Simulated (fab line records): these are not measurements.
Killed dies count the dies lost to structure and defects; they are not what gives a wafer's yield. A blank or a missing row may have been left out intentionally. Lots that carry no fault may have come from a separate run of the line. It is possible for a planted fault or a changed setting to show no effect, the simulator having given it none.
Chamber matching	flow n5 finfet	4 sister chambers for N5_BEOL_M11_DESCUM_33 on rie diel-03
The step chemistry O2, time 7.9 s. 18 wafers are shown with their chamber, then 9 later ones without.

== WAFERS PAIRED WITH THEIR CHAMBERS ==
wafer	chamber	showerhead plenum p Torr (Torr)	oes product au (a.u.)	throttle valve pct (%)
L074.1	2	2.24	0.98	20.57
L074.2	0	2.19	0.72	20.73
L074.3	3	1.99	0.71	20.55
L074.4	1	2.14	0.74	20.64
L074.5	3	1.99	0.71	20.52
L074.6	0	2.19	0.73	20.72
L079.1	0	2.19	0.72	20.74
L079.2	2	2.24	0.97	20.56
L079.3	3	1.99	0.73	20.55
L080.1	0	2.19	0.70	20.76
L080.5	1	2.14	0.74	20.65
L080.6	2	2.24	0.95	20.57
L085.1	1	2.13	0.72	20.64
L085.2	3	1.99	0.71	20.56
L085.3	0	2.19	0.70	20.75
L085.4	2	2.24	0.95	20.58
L085.5	1	2.14	0.73	20.65
L085.6	0	2.19	0.70	20.77

SIGNATURES (means of the wafers above)
reading	chamber 0	chamber 1	chamber 2	chamber 3	scatter within a chamber
showerhead plenum p Torr	2.1900	2.1375	2.2400	1.9900	0.00231
oes product au	0.7117	0.7325	0.9625	0.7150	0.0123
throttle valve pct	20.7450	20.6450	20.5700	20.5450	0.0145
Rule: a wafer's distance from a chamber is the root of the sum, over the readings, of the square of ((its reading less the chamber's mean) divided by the reading's scatter). If the next closest chamber is less than 2 further off than the closest, the wafer can't be placed; otherwise it belongs to the closest. The scatter: take each reading less its chamber's mean, square it, sum over the shown wafers, divide by the number of wafers less the number of chambers, and take the root.

== WAFERS WHOSE CHAMBER IS MISSING ==
wafer	showerhead plenum p Torr (Torr)	oes product au (a.u.)	throttle valve pct (%)
L088.3	2.13	0.72	20.66
L088.5	2.19	0.71	20.75
L088.6	2.13	0.73	20.67
L091.1	2.13	0.73	20.68
L091.2	2.18	0.71	20.76
L091.6	2.18	0.71	20.76
L095.1	2.13	0.72	20.70
L095.3	1.98	0.70	20.61
L095.6	2.13	0.73	20.69

== CHAMBER TAKEN BY EACH ==
wafer	from the rows above	in truth
L088.3	1	1
L088.5	0	0
L088.6	1	1
L091.1	1	1
L091.2	0	0
L091.6	0	0
L095.1	1	1
L095.3	3	3
L095.6	1	1
Correct placement for 9 of the 9. Not placeable from these rows: 0. 0 placed wrongly.
